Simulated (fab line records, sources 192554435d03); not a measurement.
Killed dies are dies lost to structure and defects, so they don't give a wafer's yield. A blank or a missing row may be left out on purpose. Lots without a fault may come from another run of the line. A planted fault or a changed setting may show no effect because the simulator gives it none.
A struck lot beside a sound one | flow n5_finfet | 38 steps out of a route of 1938
Sound: wafers L971.1, L971.4, L971.5. Struck: wafer L990.6. (L990.5 of the same lot was not struck and is left out.) The cause comes at the end.
At each step with rows: each side's tool, then ch and its chambers, then its first start. Under that, the readings that differ: sound wafers | struck wafers | difference of the means | sigmas: that difference in standard deviations of wafers without a fault.
alike: readings whose means differ by less than 2 such deviations, and words and numbers that are the same on both sides. not compared: withheld readings, readings that some wafer has no value for, bounds like >300 that may hide the same value, and numbers for which the record gives no deviation and whose values overlap.
The two part at a step that has a row with sigmas, a row that says differs or no value, or rows on one side only. Numbers that don't overlap but have no deviation are shown without sigmas and don't part them. A reading that every wafer of one side lacks parts them only if that side has two wafers or more.

first, 9 steps without rows for these wafers: N5_BEOL_M4_ANNEAL_95 (time 240 s); N5_BEOL_M4_SPUTTER_96 (material Cu, target thk 4.5 nm, time 8.29 s); N5_BEOL_M4_ECD_50 (material Cu, target thk 300 nm); N5_BEOL_M4_ANNEAL_51 (time 90 s); N5_BEOL_M4_CMP_52 (polishes, stops on SiOC, t overpolish 6.8 s, target thk 40 nm); N5_BEOL_M4_PRE_CLEAN_60 (time 15 s); N5_BEOL_M4_CO_CAP_55 (material Co, precursor CCTBA/H2, target thk 2 nm, time 102.1 s); N5_BEOL_M4_PRE_CLEAN_56 (time 15 s); N5_BEOL_M4_DEP_57 (deposits SiCN from 3MS/NH3, target thk 8 nm, time 14 s).
N5_BEOL_M4_RC_MEAS_101:
  sound on prober-01 ch 0, day 8 10:49; struck on prober-01 ch 0, day 13 04:28
  reading        | sound          | struck | difference | sigmas
  DIBL_N (mV/V)  | 35.2 35.6 38.7 | 41.0   | +4.5       | +2
  IOFF_N (nA/um) | 0.14 0.13 0.20 | 0.25   | +0.09      | +2
  IOFF_P (nA/um) | 0.16 0.17 0.22 | 0.30   | +0.12      | +3
  ION_P (uA/um)  | 446 459 453    | 468    | +15        | +2
  SS_P (mV/dec)  | 72.6 72.1 73.4 | 74.8   | +2.1       | +3
  VT_N (mV)      | 253 254 249    | 242    | -10        | -3
  VT_P (mV)      | -256 -254 -250 | -246   | +7         | +2
  alike: DIBL_P, ION_N, SS_N
then, 24 steps without rows for these wafers: N5_BEOL_M5_ILD_DEP_00 (deposits SiCOH lowk from DEMS/porogen, target thk 140.64 nm, time 25.9 s); N5_BEOL_M5_CURE_79 (cures SiCOH lowk, time 240 s); N5_BEOL_M5_PECVD_70 (deposits SiO2 from TEOS/O2, target thk 16 nm, time 18 s); N5_BEOL_M5_HM_DEP_02 (deposits TiN, target thk 20 nm); N5_BEOL_M5_COAT_59 (time 60 s, resist thk 60 nm); N5_BEOL_M5_COAT_60 (time 60 s, resist thk 12 nm); N5_BEOL_M5_COAT_71 (time 60 s, resist thk 5 nm); N5_BEOL_M5_COAT_05 (resist thk 30 nm); N5_BEOL_M5_EBR_07; N5_BEOL_M5_SOFTBAKE_06 (time 60 s); N5_BEOL_M5_EXPOSE_08 (exposes mask M5, target cd 28 nm); N5_BEOL_M5_PEB_09 (peb time 60 s); N5_BEOL_M5_DEVELOP_10 (develop time 30 s); N5_BEOL_M5_DESCUM_16 (chemistry O2, time 7 s); N5_BEOL_M5_ETCH_72 (etches underlayer in N2/H2, target depth 6.5 nm, time 5.2 s); N5_BEOL_M5_ETCH_61 (etches SiARC in CF4, target depth 15.6 nm, time 26 s); N5_BEOL_M5_ETCH_62 (etches SOC in N2/H2, target depth 75 nm, overetch 15 nm, time 112.5 s); N5_BEOL_M5_STRIP_63 (strips in N2/H2); N5_BEOL_M5_STRIP_73 (strips in N2/H2); N5_BEOL_M5_STRIP_64 (strips in CF4); N5_BEOL_M5_HM_OPEN_17 (chemistry Cl2/BCl3, target TiN, target depth 20 nm, overetch 6 nm); N5_BEOL_M5_STRIP_19 (strips in O2); N5_BEOL_M5_COAT_65 (time 60 s, resist thk 60 nm); N5_BEOL_M5_COAT_66 (time 60 s, resist thk 12 nm).
-- the record jumps here: 2 days lie between the struck wafers' starts before and after (it left off in module BEOL_M5 and takes up again in module BEOL_M11, whose first step shown is number 1536 of the route) --
N5_BEOL_M11_ILD_DEP_00: deposits SiCOH lowk from DEMS/porogen, target thk 308.51 nm, time 58 s.
  sound on pecvd-01 ch 0,2, day 10 13:43; struck on pecvd-01 ch 1, day 15 14:38
  reading                                             | sound             | struck | difference | sigmas
  run_length_s (s)                                    | 101.5 101.7 100.6 | 140.3  | +39.0      | +74
  model.SiCOH_lowk_of_BEOL_M11_ILD_DEP_00.thk_nm (nm) | 306.4 311.4 306.6 | 525.2  | +217.1     |
  alike: heater_power_w, showerhead_plenum_p_Torr, throttle_valve_pct
N5_BEOL_M11_THK_MEAS_01:
  sound on film_metro-01, day 10 14:20; struck on film_metro-01, day 15 15:13
  reading          | sound       | struck | difference | sigmas
  M11_ILD_THK (nm) | 266 271 266 | 461    | +193       | +59
N5_BEOL_M11_CMP_52: polishes, stops on SiCOH lowk, t overpolish 7 s, target thk 140 nm.
  sound on cmp-04 ch 0,1,2, day 10 22:14; struck on cmp-02 ch 3, day 15 21:20
  reading                                             | sound           | struck | difference | sigmas
  model.SiCOH_lowk_of_BEOL_M11_ILD_DEP_00.thk_nm (nm) | 263 267.6 263.2 | 458.6  | +194.0     |
  alike: motor_current_A
N5_PASSIVATION_PROBE_49:
  sound on prober-01, day 12 14:16; struck on prober-01, day 17 17:14
  reading                  | sound          | struck | difference | sigmas
  defect_limited_yield (%) | 90.2 92.0 90.0 | 0      | -91        | -57
  killed_at_M4_up          | 12 14 12       | 1107   | +1094      | +99 or more
  killed_dies              | 116 94 118     | 1180   | +1071      | +59
  killed_on_rim            | 15 19 22       | 152    | +133       | +29
  sort_bin_5_function (%)  | 5.4 5.1 5.6    | 96.6   | +91.2      | +83
  sort_n_pass              | 1064 1086 1062 | 0      | -1071      | -59
  sort_yield_pct (%)       | 90.2 92.0 90.0 | 0      | -91        | -57
  alike: killed_at_M0_to_M3, killed_at_contacts, killed_at_front_end, killed_at_other, killed_open, killed_short, sort_bin_6_memory

WHERE THEY PART
First at N5_BEOL_M4_RC_MEAS_101; last, within this record, at N5_PASSIVATION_PROBE_49.

WHY: what the simulator had put in
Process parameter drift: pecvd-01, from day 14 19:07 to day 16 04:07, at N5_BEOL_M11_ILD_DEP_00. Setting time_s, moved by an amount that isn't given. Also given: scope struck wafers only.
